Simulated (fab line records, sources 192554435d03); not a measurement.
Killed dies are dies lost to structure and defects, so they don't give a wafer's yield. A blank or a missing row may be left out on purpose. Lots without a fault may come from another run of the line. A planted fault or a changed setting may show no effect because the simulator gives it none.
Split-lot experiment | flow n5_finfet | 7 lots, 21 wafers read, on a route of 1938 steps

THE SPLIT
At N5_BEOL_M13_CMP_49 (polishes, stops on SiOC, t overpolish 17.1 s, target thk 420 nm), the setting down_force_psi was moved away from the recipe's 1 psi on 5 of the 21 wafers read, by -21.1% to +20.7%. The other wafers ran this setting at the recipe's value.

The reading is taken at the split's own step.

THE READING
barrier_field_endpoint_s, in s, at N5_BEOL_M13_CMP_49 (polishes, stops on SiOC, t overpolish 17.1 s, target thk 420 nm). Fault-free wafers of this fab line usually give 30.3 s, standard deviation 0.66 s.

wafer  | tool, chamber at the split | down_force_psi as run, psi | against the recipe | barrier_field_endpoint_s, s | against lot-mates on the recipe
L079.3 | cmp-01, 1                  | 1                          | recipe             | 30.0                        | -
L079.5 | cmp-01, 0                  | 1                          | recipe             | 29.9                        | -
L079.6 | cmp-01, 1                  | 1                          | recipe             | 29.9                        | -
L085.2 | cmp-02, 2                  | 1                          | recipe             | 31.0                        | -
L085.5 | cmp-02, 0                  | 1                          | recipe             | 29.9                        | -
L085.6 | cmp-02, 1                  | 1                          | recipe             | 30.3                        | -
L084.1 | cmp-01, 0                  | 0.8731                     | -12.7%             | 35.7                        | +4.6
L084.2 | cmp-01, 1                  | 1                          | recipe             | 31.1                        | -
L084.6 | cmp-01, 2                  | 0.8731                     | -12.7%             | 35.5                        | +4.4
L091.1 | cmp-01, 2                  | 1.207                      | +20.7%             | 24.9                        | -6.1
L091.4 | cmp-01, 3                  | 1                          | recipe             | 31.4                        | -
L091.5 | cmp-01, 1                  | 1                          | recipe             | 30.6                        | -
L092.3 | cmp-01, 2                  | 1                          | recipe             | 29.7                        | -
L092.4 | cmp-01, 0                  | 1                          | recipe             | 30.2                        | -
L092.5 | cmp-01, 1                  | 1                          | recipe             | 30.2                        | -
L096.3 | cmp-02, 3                  | 1                          | recipe             | 30.6                        | -
L096.4 | cmp-02, 0                  | 0.8225                     | -17.8%             | 36.6                        | +6.0
L096.2 | cmp-02, 2                  | 1                          | recipe             | 30.7                        | -
L097.2 | cmp-03, 2                  | 0.7889                     | -21.1%             | 38.6                        | +8.2
L097.1 | cmp-03, 3                  | 1                          | recipe             | 31.4                        | -
L097.4 | cmp-03, 1                  | 1                          | recipe             | 29.3                        | -

THE FIT
A straight line over all 21 wafers: barrier_field_endpoint_s changes by -0.344 s for each +1% of down_force_psi; r = -0.97; the points scatter about the line by 0.72 s.
The same after taking each lot's own level away (the mean of its wafers on the recipe; 21 wafers): -0.341 s for each +1%; r = -0.98; scatter 0.52 s.
On that fit, the largest move of down_force_psi shifts the reading by 7.2 s.
The lots' own levels span 29.93 to 31.10 s, that is 1.8 times the standard deviation above.
So the lot-to-lot level changes the slope little: the two slopes agree.
Check: with one of the wafers moved furthest among these (-21.1%) left out of the fit, the line predicts +6.9 s for it against its lot-mates. It came out at +8.25 s against them.
Tool readings at the split's step, against how far the setting was moved: barrier_field_endpoint_s r = -0.97.

OTHER SPLITS ON THESE WAFERS
These wafers also went through other splits before the reading. Each is held against what the fit with the lots' levels taken away leaves over:
other split on the same wafers    | wafers away from the commonest value | r with barrier_field_endpoint_s (lot level and that fit taken away)
N5_BEOL_M10_COAT_22 spin_rpm      | 8                                    | +0.04
N5_BEOL_M11_EXPOSE_25 dose_mj     | 11                                   | -0.13
N5_BEOL_M11_VIA_ETCH_34 time_s    | 4                                    | +0.02
N5_BEOL_M12_TRENCH_ETCH_34 time_s | 7                                    | +0.02
N5_BEOL_M12_SPUTTER_44 time_s     | 7                                    | +0.20

THE FILE'S OWN FIT
barrier_field_endpoint_s changes by -0.344 s for each +1% of down_force_psi, r = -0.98.
